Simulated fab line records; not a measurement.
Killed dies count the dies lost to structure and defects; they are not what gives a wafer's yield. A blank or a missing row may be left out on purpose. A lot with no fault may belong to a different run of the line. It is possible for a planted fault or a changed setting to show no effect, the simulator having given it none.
Chamber matching + flow n5_finfet + N5_BEOL_M4_STRIP_66 on rie_diel-01 has 4 sister chambers
The step strips in CF4. 4 wafers are shown with their chamber, then 9 later ones without.

## WAFERS PAIRED WITH THEIR CHAMBERS
| wafer  | chamber | drypump_motor_current_A (A) |
|--------|---------|-----------------------------|
| L082.3 | 2       | 5.3                         |
| L084.2 | 1       | 5.8                         |
| L084.3 | 0       | 6.3                         |
| L084.6 | 3       | 6.0                         |

## WAFERS WITHOUT THEIR CHAMBER
| wafer  | drypump_motor_current_A (A) |
|--------|-----------------------------|
| L086.2 | 6.0                         |
| L086.3 | 6.3                         |
| L086.6 | 5.7                         |
| L093.2 | 5.3                         |
| L093.3 | 6.3                         |
| L093.4 | 5.3                         |
| L094.3 | 6.3                         |
| L094.4 | 5.3                         |
| L094.6 | 6.0                         |

## THE CHAMBER EACH PASSED THROUGH
| wafer  | from the rows above | in truth |
|--------|---------------------|----------|
| L086.2 | 3                   | 3        |
| L086.3 | 0                   | 0        |
| L086.6 | 1                   | 1        |
| L093.2 | 2                   | 2        |
| L093.3 | 0                   | 0        |
| L093.4 | 2                   | 2        |
| L094.3 | 0                   | 0        |
| L094.4 | 2                   | 2        |
| L094.6 | 3                   | 3        |
Correct placement for 9 of the 9. Left unplaced by these rows: 0. Number placed wrongly: 0.
How it was worked out, from the rows above alone: a wafer's distance from a chamber is the root of the sum, over the readings, of the square of ((its reading less the chamber's mean) divided by the reading's scatter). If the next closest chamber is less than 2 further off than the closest, the wafer can't be placed; otherwise it belongs to the closest. For every chamber, the mean is computed from those of its wafers that are shown. The scatter: root of mean squared gap, hidden wafer to nearest shown wafer, with one shown wafer a chamber.
